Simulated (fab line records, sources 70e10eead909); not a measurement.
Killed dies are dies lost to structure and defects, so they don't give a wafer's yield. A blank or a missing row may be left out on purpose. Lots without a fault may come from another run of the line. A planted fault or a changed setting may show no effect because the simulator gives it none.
A struck lot beside a sound one | flow nand_harc | 14 steps out of a route of 1302
Sound: wafers L799.1, L799.4, L799.5. Struck: wafers L794.1, L794.4, L794.6. The cause comes at the end.
At each step with rows: each side's tool, then ch and its chambers, then its first start. Under that, the readings that differ: sound wafers | struck wafers | difference of the means | sigmas: that difference in standard deviations of wafers without a fault.
alike: readings whose means differ by less than 2 such deviations, and words and numbers that are the same on both sides. not compared: withheld readings, readings that some wafer has no value for, bounds like >300 that may hide the same value, and numbers for which the record gives no deviation and whose values overlap.
The two part at a step that has a row with sigmas, a row that says differs or no value, or rows on one side only. Numbers that don't overlap but have no deviation are shown without sigmas and don't part them. A reading that every wafer of one side lacks parts them only if that side has two wafers or more.

first, 1 step without rows for these wafers: NHARC_A_CHANNEL_FILL_D1_SRD_12.
NHARC_A_CHANNEL_FILL_D1_INSPECT_13:
  sound on defect_inspect-02, day 16 18:55; struck on defect_inspect-01, day 14 14:18
  alike: raw_defect_count
NHARC_A_DECK1_JOINT_ETCHBACK_07: etches the open film in HBr, target depth 105 nm, time 26.9 s.
  sound on rie_si-06 ch 0,1,3, day 16 19:00; struck on rie_si-05 ch 0,3, day 14 14:22
  alike: drypump_motor_current_A, oes_product_au, throttle_valve_pct
  not compared: rf_hours_counter_h
then, 7 steps without rows for these wafers: NHARC_A_DECK1_JOINT_ETCH_25 (etches SiO2 in dHF, target depth 0.5 nm); NHARC_A_DECK1_JOINT_ETCH_19 (etches poly-Si in TMAH, target depth 3 nm); NHARC_A_DECK1_JOINT_ETCH_18 (etches SiO2 in dHF, target depth 3 nm); NHARC_A_DECK1_JOINT_WET_08 (chemistry H3PO4, time 86 s); NHARC_A_DECK1_JOINT_ETCH_09 (etches SiO2 in dHF, target depth 5 nm); NHARC_A_DECK1_JOINT_WET_10 (chemistry H3PO4, time 86 s); NHARC_A_DECK1_JOINT_ETCH_11 (etches SiO2 in dHF, target depth 35 nm).
NHARC_A_DECK1_JOINT_CVD_12: deposits poly-Si, target thk 90 nm, time 1800 s.
  sound on lpcvd_poly-04 ch 0, day 17 02:14; struck on lpcvd_poly-02, day 15 04:26
  no value came back on the struck wafers for pressure_mtorr (mTorr), run_length_s (s), spike_tc_centre_C (C); on the sound wafers pressure_mtorr (mTorr) reads 199.9 200.4 199.4
NHARC_A_DECK1_JOINT_CMP_13: polishes, target thk 51.023 nm.
  sound on cmp-01 ch 0,1, day 17 05:05; struck on cmp-04 ch 0,1,3, day 15 07:20
  reading                | sound         | struck | difference                    | sigmas
  time_to_endpoint_s (s) | 9.8 10.2 10.6 | - - -  | no value on the struck wafers |
  alike: motor_current_A
then, 1 step without rows for these wafers: NHARC_A_DECK1_JOINT_SRD_04.
-- the record jumps here: 13 days lie between the struck wafers' starts before and after (it left off in module A_DECK1_JOINT and takes up again in module END, whose first step shown is number 1302 of the route) --
NHARC_END_SORT_01:
  the record has rows for the struck wafers here (prober-02 ch 0, day 28 14:39) and none for the sound ones

WHERE THEY PART
First at NHARC_A_DECK1_JOINT_CVD_12; last, within this record, at NHARC_END_SORT_01.

WHY: what the simulator had put in
Skipped step whole: lpcvd_poly-02, from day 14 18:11 on, at NHARC_A_DECK1_JOINT_CVD_12. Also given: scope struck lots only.
